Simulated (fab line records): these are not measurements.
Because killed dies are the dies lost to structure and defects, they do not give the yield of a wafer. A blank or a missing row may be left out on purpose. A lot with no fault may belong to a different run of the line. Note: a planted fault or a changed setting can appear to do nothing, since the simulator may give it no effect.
fab line records	flow nandHarc
[record] lots = 15	wafers = 45	lastDay = 33
route steps=1302 shown A_SGD_CUT@908 A_SLIT@930
lots that met no fault: from a run of the same line without faults
startH: hours from the record's opening day to when the first of the lot's shown wafers began	waitH: how many hours have passed since the lot's step before this one	" repeats the value in the row above	L1.1+2: several wafers, shown together as one row	- either no value or no given start	* or withheld: withheld	< > ~ a bound
route shown NAME@n: a module of which the file shows steps, and the number in the route of the first	usual: mean/standard deviation taken from wafers without a fault	same: alike in all rows	chamber/n: place in a boat	sites: per-site readings	_std_site: their standard deviation	_edge_site: outer sites' mean less inner sites'	radiusMm: how far each site lies from the wafer's centre	mask NAME#n: copy n	behind: tool/chamber where the wafer was last shaped	hold: cause of the lot's hold/its duration in hours/its outcome	device: transistor that didn't switch, given as n, p or np	end of line: the tests these same wafers got at the end of their route	a step without rows: its recipe alone	killed: dies that structure and defects cost at the first sort, which is not the same as the wafer's yield	map: dies across one wafer; x = killed, . = not, _ = none there
set.NAME: the setting that was run; set.NAME@STEP: the one run at that earlier step	model.NAME: the simulator's own value behind a step, which no gauge read
one table for each step of the route and one row for each wafer, over a sample of lots
services: from which hour (startH, from the record's first day; less than 0 if before it) a tool's chamber was out of use, for how many hours, and why
[[steps]]
[step NHARC_A_SGD_CUT_ETCH_16]
[recipe] targetDepthA = 3105	timeS = 155.2	c4f8FlowSccm = withheld	o2FlowSccm = 8	arFlowSccm = withheld	rfW = 600	biasW = 800	chemistry = C4F8/O2/Ar
[usual] oesProductAu = 0.973/0.016	rfFwdPowerW = 597.5/1.9	rfVppV = 723/5.6
lot.wafer	tool	chamber	startH	waitH	oesProductAu	rfFwdPowerW	rfHoursCounterH	rfVppV
L624.1	rieDiel-13	1	-	-	0.955	600.6	6.0	716
L624.4	"	3	"	"	0.968	596.4	6.1	721
L624.6	"	1	"	"	0.944	597.0	-	717
L626.1	rieDiel-08	2	-	-	0.954	597.5	3.2	724
L626.2	"	3	"	"	0.945	597.9	3.2	717
L626.5	"	0	"	"	0.947	599.9	-	717
L625.2	rieDiel-08	0	-	-	0.989	594.0	4.3	718
L625.4	"	2	"	"	0.977	600.6	3.7	727
L625.5	"	0	"	"	0.986	594.0	-	718
L627.2	rieDiel-13	2	-	-	0.958	598.8	6.2	720
L627.6	"	1	"	"	0.973	596.7	-	716
L627.5	"	2	"	"	0.957	600.2	-	719
L628.3	rieDiel-12	2	-	-	0.965	597.7	3.8	728
L628.4	"	3	"	"	0.972	595.2	3.8	715
L628.5	"	1	"	"	0.996	597.9	-	728
L630.2	rieDiel-12	2	-	-	0.967	599.5	5.3	729
L630.4	"	3	"	"	0.972	597.3	5.5	717
L630.5	"	0	"	"	0.974	600.9	-	726
L629.2	rieDiel-08	0	-	-	0.985	597.8	6.7	718
L629.3	"	2	"	"	0.990	597.3	6.4	726
L629.5	"	3	"	"	0.990	597.0	-	716
L632.1	rieDiel-08	2	-	-	0.970	598.6	7.1	727
L632.4	"	3	"	"	0.981	597.2	7.2	716
L632.6	"	2	"	"	0.973	598.8	-	727
L633.1	rieDiel-13	3	-	-	0.980	598.7	1.2	721
L633.3	"	1	"	"	0.971	599.3	1.0	716
L633.6	"	2	"	"	0.981	595.9	-	720
L631.2	rieDiel-12	2	-	-	0.978	596.7	7.6	730
L631.6	"	1	"	"	0.996	597.2	-	727
L631.5	"	2	"	"	0.960	594.2	-	728
L636.1	rieDiel-12	3	-	-	0.974	594.5	10.0	720
L636.2	"	0	"	"	0.973	595.5	9.3	726
L636.6	"	2	"	"	0.983	596.9	-	729
L638.1	rieDiel-13	2	-	-	0.964	599.0	3.3	717
L638.2	"	3	"	"	0.956	593.2	2.9	720
L638.5	"	2	"	"	0.972	597.9	-	718
L639.1	rieDiel-08	1	-	-	0.974	600.5	2.0	730
L639.4	"	3	"	"	0.963	595.7	2.1	717
L639.3	"	0	"	"	0.974	595.4	2.1	718
L641.3	rieDiel-13	1	-	-	0.942	596.7	6.3	714
L641.1	"	2	"	"	0.969	597.5	6.0	718
L641.2	"	3	"	"	0.972	595.7	5.1	720
L646.3	rieDiel-08	2	-	-	0.982	599.6	6.4	726
L646.1	"	3	"	"	0.973	598.1	5.9	717
L646.4	"	0	"	"	0.971	597.5	-	719
[step NHARC_A_SGD_CUT_STRIP_17]
[recipe] o2FlowSccm = 500	arFlowSccm = 0	biasW = 0	chemistry = O2
[usual] drypumpMotorCurrentA = 5.8/0.5	oesProductAu = 0.999/0.0089	rfVppV = 57.9/0.92	showerheadPlenumPTorr = 3.50/0.19	throttleValvePct = 17.035/0.0095
lot.wafer	tool	chamber	startH	waitH	drypumpMotorCurrentA	oesProductAu	rfHoursCounterH	rfVppV	showerheadPlenumPTorr	throttleValvePct
L624.1	rieDiel-13	3	-	-	5.4	0.995	6.2	57.9	3.44	17.041
L624.4	"	2	"	"	5.1	0.982	4.1	56.9	3.38	17.030
L624.6	"	0	"	"	6.2	1.004	-	57.6	3.78	17.027
L626.2	rieDiel-08	0	-	-	5.1	1.005	3.6	56.1	3.33	17.042
L626.1	"	1	"	"	6.0	0.997	4.2	58.0	3.79	17.039
L626.5	"	0	"	"	5.1	1.014	-	59.7	3.33	17.046
L625.4	rieDiel-08	2	-	-	6.0	0.994	3.7	57.5	3.64	17.033
L625.2	"	3	"	"	6.7	1.007	3.7	58.6	3.31	17.020
L625.5	"	2	"	"	6.0	1.009	-	58.5	3.64	17.038
L627.2	rieDiel-13	0	-	-	6.2	1.001	8.2	59.9	3.78	17.036
L627.6	"	2	"	"	5.0	0.996	-	57.5	3.38	17.044
L627.5	"	3	"	"	5.4	1.003	-	58.1	3.44	17.034
L628.4	rieDiel-12	2	-	-	5.9	1.002	3.9	58.7	3.72	17.037
L628.3	"	0	"	"	6.0	0.989	3.4	58.0	3.63	17.025
L628.5	"	2	"	"	5.8	1.001	-	57.5	3.72	17.030
L630.2	rieDiel-12	0	-	-	6.0	0.992	5.1	56.9	3.63	17.035
L630.4	"	2	"	"	5.9	1.009	5.3	58.2	3.72	17.027
L630.5	"	3	"	"	6.1	0.991	-	57.6	3.35	17.040
L629.3	rieDiel-08	3	-	-	6.7	1.002	6.2	56.3	3.31	17.039
L629.2	"	1	"	"	6.0	1.009	7.5	59.4	3.78	17.028
L629.5	"	2	"	"	6.0	1.009	-	58.5	3.64	17.012
L632.4	rieDiel-08	3	-	-	6.7	1.005	7.3	56.7	3.31	17.031
L632.1	"	2	"	"	6.0	0.995	7.2	57.8	3.64	17.030
L632.6	"	0	"	"	5.1	1.014	-	57.1	3.33	17.029
L633.1	rieDiel-13	2	-	-	5.0	0.981	1.2	59.0	3.38	17.052
L633.3	"	3	"	"	5.4	0.990	1.2	58.6	3.44	17.052
L633.6	"	1	"	"	5.6	1.001	-	58.1	3.29	17.034
L631.2	rieDiel-12	0	-	-	6.1	0.989	7.1	57.8	3.62	17.021
L631.6	"	0	"	"	6.1	0.997	-	57.7	3.63	17.040
L631.5	"	1	"	"	5.8	1.015	-	58.3	3.67	17.032
L636.1	rieDiel-12	2	-	-	5.8	0.995	10.5	58.7	3.72	17.046
L636.2	"	0	"	"	6.1	1.005	9.4	58.4	3.62	17.033
L636.6	"	2	"	"	5.9	1.004	-	56.8	3.72	17.054
L638.2	rieDiel-13	2	-	-	5.0	0.991	3.4	57.0	3.37	17.057
L638.1	"	0	"	"	6.2	0.999	3.0	59.8	3.77	17.023
L638.5	"	1	"	"	5.6	0.997	-	57.2	3.29	17.048
L639.3	rieDiel-08	2	-	-	6.0	1.006	2.1	58.3	3.64	17.023
L639.1	"	3	"	"	6.7	0.988	2.2	57.9	3.31	17.033
L639.4	"	0	"	"	5.1	1.002	2.1	56.4	3.33	17.031
L641.3	rieDiel-13	0	-	-	6.2	0.997	5.5	58.9	3.77	17.047
L641.1	"	2	"	"	5.0	0.995	6.0	58.0	3.37	17.052
L641.2	"	3	"	"	5.4	0.996	5.1	57.2	3.43	17.020
L646.3	rieDiel-08	3	-	-	6.7	1.004	5.9	58.7	3.30	17.034
L646.1	"	0	"	"	5.1	0.993	5.9	57.0	3.32	17.045
L646.4	"	2	"	"	6.0	1.006	-	58.9	3.63	17.031
[step NHARC_A_SGD_CUT_THK_MEAS_22]
[recipe] thkMeasGauge = ellipsometry
[usual] thkNm = 148.0/1.4
lot.wafer	tool	chamber	startH	waitH	thkNm
L626.1	filmMetro-02	-	455.87	0.2	150.4
L626.2	"	-	"	"	148.2
L626.5	"	-	"	"	148.4
L624.1	filmMetro-01	-	455.87	0.2	148.9
L624.4	"	-	"	"	148.2
L624.6	"	-	"	"	149.8
L625.2	filmMetro-02	-	462.73	0.2	147.1
L625.4	"	-	"	"	148.9
L625.5	"	-	"	"	147.8
L627.2	filmMetro-01	-	483.34	0.2	147.3
L627.5	"	-	"	"	147.4
L627.6	"	-	"	"	147.8
L628.3	filmMetro-01	-	504.04	0.2	145.6
L628.4	"	-	"	"	148.6
L628.5	"	-	"	"	146.3
L630.2	filmMetro-02	-	524.23	0.2	148.9
L630.4	"	-	"	"	148.0
L630.5	"	-	"	"	146.2
L629.2	filmMetro-01	-	528.73	0.2	148.5
L629.3	"	-	"	"	148.0
L629.5	"	-	"	"	148.6
L632.1	filmMetro-02	-	537.71	0.2	149.5
L632.4	"	-	"	"	149.5
L632.6	"	-	"	"	149.1
L633.1	filmMetro-01	-	537.86	0.2	148.8
L633.3	"	-	"	"	148.1
L633.6	"	-	"	"	145.9
L631.2	filmMetro-02	-	542.39	0.2	146.7
L631.5	"	-	"	"	147.8
L631.6	"	-	"	"	148.1
L636.1	filmMetro-02	-	574.74	0.2	145.9
L636.2	"	-	"	"	147.4
L636.6	"	-	"	"	150.9
L638.1	filmMetro-02	-	587.44	0.2	148.8
L638.2	"	-	"	"	147.3
L638.5	"	-	"	"	146.4
L639.1	filmMetro-02	-	592.14	0.2	149.1
L639.3	"	-	"	"	148.6
L639.4	"	-	"	"	151.2
L641.1	filmMetro-01	-	620.87	0.2	147.5
L641.2	"	-	"	"	148.2
L641.3	"	-	"	"	149.7
L646.1	filmMetro-02	-	678.15	0.2	149.2
L646.3	"	-	"	"	150.2
L646.4	"	-	"	"	146.9
[step NHARC_A_SLIT_EXPOSE_06]
[recipe] na = 1.35	doseMj = 60.82	maskId = SLIT
[usual] exposureDoseMJCm2 = 60.75/0.068	focusOffsetNm = 0.1/0.49
lot.wafer	tool	chamber	startH	waitH	mask	exposureDoseMJCm2	focusOffsetNm
L624.1	arfiScanner-01	0	463.05	-	SLIT#0	60.77	-0.3
L624.4	"	0	"	"	SLIT#0	60.66	0.2
L624.6	"	0	"	"	SLIT#0	60.71	-0.1
L626.1	arfiScanner-02	0	463.22	-	SLIT#0	60.72	0.5
L626.2	"	0	"	"	SLIT#0	60.77	-0.4
L626.5	"	0	"	"	SLIT#0	60.71	1.0
L625.2	arfiScanner-02	0	468.96	-	SLIT#0	60.87	0.0
L625.4	"	0	"	"	SLIT#0	60.75	0.4
L625.5	"	0	"	"	SLIT#0	60.79	0.2
L627.2	arfiScanner-02	0	490.47	-	SLIT#0	60.71	1.1
L627.5	"	0	"	"	SLIT#0	60.75	0.6
L627.6	"	0	"	"	SLIT#0	60.73	1.2
L628.3	arfiScanner-03	0	511.34	-	SLIT#0	60.67	0.4
L628.4	"	0	"	"	SLIT#0	60.78	-0.5
L628.5	"	0	"	"	SLIT#0	60.73	-0.5
L630.2	arfiScanner-03	0	530.50	-	SLIT#0	60.76	0.1
L630.4	"	0	"	"	SLIT#0	60.81	-0.5
L630.5	"	0	"	"	SLIT#0	60.82	-0.2
L629.2	arfiScanner-01	0	533.95	-	SLIT#0	60.75	0.8
L629.3	"	0	"	"	SLIT#0	60.74	0.4
L629.5	"	0	"	"	SLIT#0	60.78	0.6
L632.1	arfiScanner-01	0	542.82	-	SLIT#0	60.75	-0.3
L632.4	"	0	"	"	SLIT#0	60.69	-0.2
L632.6	"	0	"	"	SLIT#0	60.72	-0.2
L633.1	arfiScanner-02	0	543.03	-	SLIT#0	60.69	-0.7
L633.3	"	0	"	"	SLIT#0	60.70	-0.7
L633.6	"	0	"	"	SLIT#0	60.79	-0.3
L631.2	arfiScanner-01	0	547.48	-	SLIT#0	60.71	0.9
L631.5	"	0	"	"	SLIT#0	60.75	0.0
L631.6	"	0	"	"	SLIT#0	60.71	-0.1
L636.1	arfiScanner-01	-	584.14	-	SLIT#0	-	-
L636.2	"	-	"	"	SLIT#0	-	-
L636.6	"	-	"	"	SLIT#0	-	-
L638.1	arfiScanner-01	-	593.28	-	SLIT#0	-	-
L638.2	"	-	"	"	SLIT#0	-	-
L638.5	"	-	"	"	SLIT#0	-	-
L639.1	arfiScanner-01	-	600.23	-	SLIT#0	-	-
L639.3	"	-	"	"	SLIT#0	-	-
L639.4	"	-	"	"	SLIT#0	-	-
L641.1	arfiScanner-02	0	628.20	-	SLIT#0	60.82	0.0
L641.2	"	0	"	"	SLIT#0	60.75	-0.9
L641.3	"	0	"	"	SLIT#0	60.81	-0.7
L646.1	arfiScanner-01	0	687.13	-	SLIT#0	60.75	-0.7
L646.3	"	0	"	"	SLIT#0	60.81	-0.4
L646.4	"	0	"	"	SLIT#0	60.76	-0.7
[[services]]
tool	chamber	startH	hours	kind
rieDiel-08	2	432.16	10.2	repair
rieDiel-13	2	436.09	14.0	repair
rieDiel-12	-	445.69	9.0	pm
arfiScanner-02	-	448.75	6.6	repair
rieDiel-13	3	456.83	1.7	repair
arfiScanner-02	-	464.77	1.2	repair
arfiScanner-01	-	467.28	2.0	repair
arfiScanner-02	-	484.00	4.0	pm
rieDiel-13	-	519.00	9.0	pm
rieDiel-08	2	534.20	7.6	repair
rieDiel-08	-	544.84	9.0	pm
rieDiel-12	-	591.26	2.0	repair
rieDiel-08	0	592.38	3.8	repair
arfiScanner-01	-	596.01	4.0	pm
arfiScanner-01	-	607.73	1.2	repair
arfiScanner-01	-	616.71	4.7	repair
rieDiel-12	-	622.69	9.0	pm
rieDiel-13	0	627.45	7.4	repair
arfiScanner-01	-	627.64	0.5	repair
rieDiel-12	3	638.22	12.7	repair
arfiScanner-01	-	651.29	0.5	repair
rieDiel-12	2	677.50	13.9	repair
rieDiel-12	1	678.13	6.6	repair
rieDiel-13	1	679.26	9.6	repair
[[key]]
[firstSign] step = NHARC_A_SLIT_EXPOSE_06	reading = toolRecord	direction = missing
effect none on later readings
metAt NHARC_A_SLIT_EXPOSE_06
struckLots L636,L638,L639
laterRowsLeftOut L636.1,L636.2,L636.6,L638.1,L638.2,L638.5,L639.1,L639.3,L639.4
sortLeftOut L636.1,L636.2,L636.6,L638.1,L638.2,L638.5,L639.1,L639.3,L639.4
testerLeftOut L636,L638,L639
notActingAt NHARC_A_SGD_CUT_ETCH_16,NHARC_A_SGD_CUT_STRIP_17,NHARC_A_SGD_CUT_THK_MEAS_22
onsetBetween 547.48 584.14
[fault] kind = skippedStepWhole	tool = arfiScanner-01	chamber = -	onsetH = 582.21	steps = NHARC_A_SLIT_EXPOSE_06	scope = struckLotsOnly
// testerLeftOut: of these lots the tester's yield and bins aren't shown, on N5 and GAA mostly nor the transistor test; their killed dies are dies lost to structure and defects alone, not to doping, threshold or leakage, so they don't give the yield
// sortLeftOut: the simulated sort isn't trusted on such a fault, so these wafers' sort isn't shown, and their yield isn't known
// laterRowsLeftOut: the simulator's readings of these wafers behind a module that went badly wrong aren't trusted and aren't shown, but for the sort
